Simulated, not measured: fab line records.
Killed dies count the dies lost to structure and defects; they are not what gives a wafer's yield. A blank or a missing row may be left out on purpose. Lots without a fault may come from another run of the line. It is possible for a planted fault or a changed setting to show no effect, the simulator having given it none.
Matching of chambers	flow nand-harc	NHARC_A_CHANNEL_FILL_D2_ALD_14 on ald-hk-04: 4 sister chambers
The step deposits SiO2, target thk 2.5 nm, pulse time 10 s, ald cycles 25. 16 wafers are shown with their chamber, then 8 later ones without.

## WAFERS WITH THEIR CHAMBER
wafer	chamber	heater-power-w (W)	precursor-pulse-height-rel
L074.1	1	544	0.971
L074.5	0	480	0.998
L074.6	1	554	1.004
L077.1	2	447	1.024
L077.5	1	558	1.021
L077.6	2	464	1.015
L080.1	2	456	1.021
L080.2	1	544	1.002
L080.6	0	486	0.965
L081.1	1	547	0.998
L081.3	3	397	1.030
L081.4	2	443	1.016
L086.1	3	409	0.990
L086.4	0	488	1.015
L086.5	0	470	0.976
L091.1	2	456	0.990

SIGNATURES (averages over the wafers above)
reading	chamber 0	chamber 1	chamber 2	chamber 3	scatter within a chamber
heater-power-w	481.00	549.40	453.20	403.00	7.65
precursor-pulse-height-rel	0.98850	0.99920	1.01320	1.01000	0.019
Rule: a wafer's distance from a chamber is the root of the sum, over the readings, of the square of ((its reading less the chamber's mean) divided by the reading's scatter). If the next closest chamber is less than 2 further off than the closest, the wafer can't be placed; otherwise it belongs to the closest. The scatter: the root of (the sum of the squares of (reading less its chamber's mean) over the shown wafers, divided by (wafers less chambers)).

## WAFERS WITHOUT THEIR CHAMBER
wafer	heater-power-w (W)	precursor-pulse-height-rel
L091.3	388	1.017
L091.4	553	0.993
L092.1	405	0.998
L092.2	457	1.000
L092.4	547	1.007
L097.1	460	0.997
L097.4	570	0.975
L097.6	571	1.033

## CHAMBER TAKEN BY EACH
wafer	from the rows above	in truth
L091.3	3	3
L091.4	1	1
L092.1	3	3
L092.2	2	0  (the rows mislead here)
L092.4	1	1
L097.1	can't be placed: 2 or 0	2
L097.4	1	1
L097.6	1	1
Correctly placed: 6 of 8. Can't be placed from these rows: 1 (the true chamber is among the candidates in 1). Number placed wrongly: 1.
